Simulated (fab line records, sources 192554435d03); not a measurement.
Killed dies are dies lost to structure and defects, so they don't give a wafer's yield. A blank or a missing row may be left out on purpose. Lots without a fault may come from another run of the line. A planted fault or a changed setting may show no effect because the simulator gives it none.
Chamber matching | flow n5_finfet | N5_HKMG_FIN_ETCH_35 on rie_diel-06: 4 sister chambers
The step etches SOC in N2/H2, target depth 215.8 nm, time 243.4 s. 4 wafers are shown with their chamber, then 8 later ones without.

WAFERS WITH THEIR CHAMBER
wafer  | chamber | showerhead_plenum_p_Torr (Torr)
L084.3 | 3       | 2.39
L084.5 | 2       | 2.52
L086.3 | 1       | 2.63
L090.1 | 0       | 2.62

WAFERS WITHOUT THEIR CHAMBER
wafer  | showerhead_plenum_p_Torr (Torr)
L090.3 | 2.70
L090.5 | 2.62
L094.1 | 2.62
L094.5 | 2.62
L094.6 | 2.61
L097.1 | 2.61
L097.2 | 2.70
L097.3 | 2.51

WHICH CHAMBER EACH WENT THROUGH
wafer  | from the rows above     | in truth
L090.3 | can't be placed: 1 or 0 | 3
L090.5 | can't be placed: 0 or 1 | 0
L094.1 | can't be placed: 0 or 1 | 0
L094.5 | can't be placed: 0 or 1 | 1
L094.6 | can't be placed: 0 or 1 | 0
L097.1 | can't be placed: 0 or 1 | 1
L097.2 | can't be placed: 1 or 0 | 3
L097.3 | 2                       | 2
Placed correctly: 1 of 8. Can't be placed from these rows: 7 (the true chamber is among the candidates in 5). Placed wrongly: 0.
How it was worked out, from the rows above alone: a wafer's distance from a chamber is the root of the sum, over the readings, of the square of ((its reading less the chamber's mean) divided by the reading's scatter). The wafer belongs to the nearest chamber; if the next one is less than 2 further off, it can't be placed. A chamber's mean is the mean of its shown wafers. The scatter: with one shown wafer a chamber, the root of the mean of the squares of how far each hidden wafer lies from its nearest shown one.
